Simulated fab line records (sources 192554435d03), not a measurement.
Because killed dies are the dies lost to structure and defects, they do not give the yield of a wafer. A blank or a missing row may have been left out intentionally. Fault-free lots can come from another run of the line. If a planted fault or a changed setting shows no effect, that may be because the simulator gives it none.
Chamber matching || flow n5Finfet || N5_BEOL_M0_ALD_136 on aldMetal-03: 4 sister chambers
The step deposits TaN, pulse time 2 s, purge time 3 s, co reactant purge time 2 s. 4 wafers are shown with their chamber, then 10 later ones without.

== WAFERS PAIRED WITH THEIR CHAMBERS ==
{"wafer": "L082.1", "chamber": 0, "heaterPowerW (W)": 340}
{"wafer": "L084.3", "chamber": 1, "heaterPowerW (W)": 375}
{"wafer": "L088.1", "chamber": 2, "heaterPowerW (W)": 405}
{"wafer": "L088.2", "chamber": 3, "heaterPowerW (W)": 460}

== WAFERS WITH NO CHAMBER GIVEN ==
{"wafer": "L088.5", "heaterPowerW (W)": 348}
{"wafer": "L091.2", "heaterPowerW (W)": 349}
{"wafer": "L091.3", "heaterPowerW (W)": 374}
{"wafer": "L091.5", "heaterPowerW (W)": 475}
{"wafer": "L094.3", "heaterPowerW (W)": 367}
{"wafer": "L094.4", "heaterPowerW (W)": 457}
{"wafer": "L094.6", "heaterPowerW (W)": 401}
{"wafer": "L097.3", "heaterPowerW (W)": 463}
{"wafer": "L097.4", "heaterPowerW (W)": 368}
{"wafer": "L097.6", "heaterPowerW (W)": 461}

== WHICH CHAMBER EACH WENT THROUGH ==
{"wafer": "L088.5", "from the rows above": 0, "in truth": 0}
{"wafer": "L091.2", "from the rows above": 0, "in truth": 0}
{"wafer": "L091.3", "from the rows above": 1, "in truth": 1}
{"wafer": "L091.5", "from the rows above": 3, "in truth": 3}
{"wafer": "L094.3", "from the rows above": 1, "in truth": 1}
{"wafer": "L094.4", "from the rows above": 3, "in truth": 3}
{"wafer": "L094.6", "from the rows above": 2, "in truth": 2}
{"wafer": "L097.3", "from the rows above": 3, "in truth": 3}
{"wafer": "L097.4", "from the rows above": 1, "in truth": 1}
{"wafer": "L097.6", "from the rows above": 3, "in truth": 3}
Correctly placed: 10 of 10. Not placeable from these rows: 0. Wrongly placed: 0.
How it was worked out, from the rows above alone: a wafer's distance from a chamber is the root of the sum, over the readings, of the square of ((its reading less the chamber's mean) divided by the reading's scatter). If the next closest chamber is less than 2 further off than the closest, the wafer can't be placed; otherwise it belongs to the closest. For every chamber, the mean is computed from those of its wafers that are shown. The scatter: root of mean squared gap, hidden wafer to nearest shown wafer, with one shown wafer a chamber.
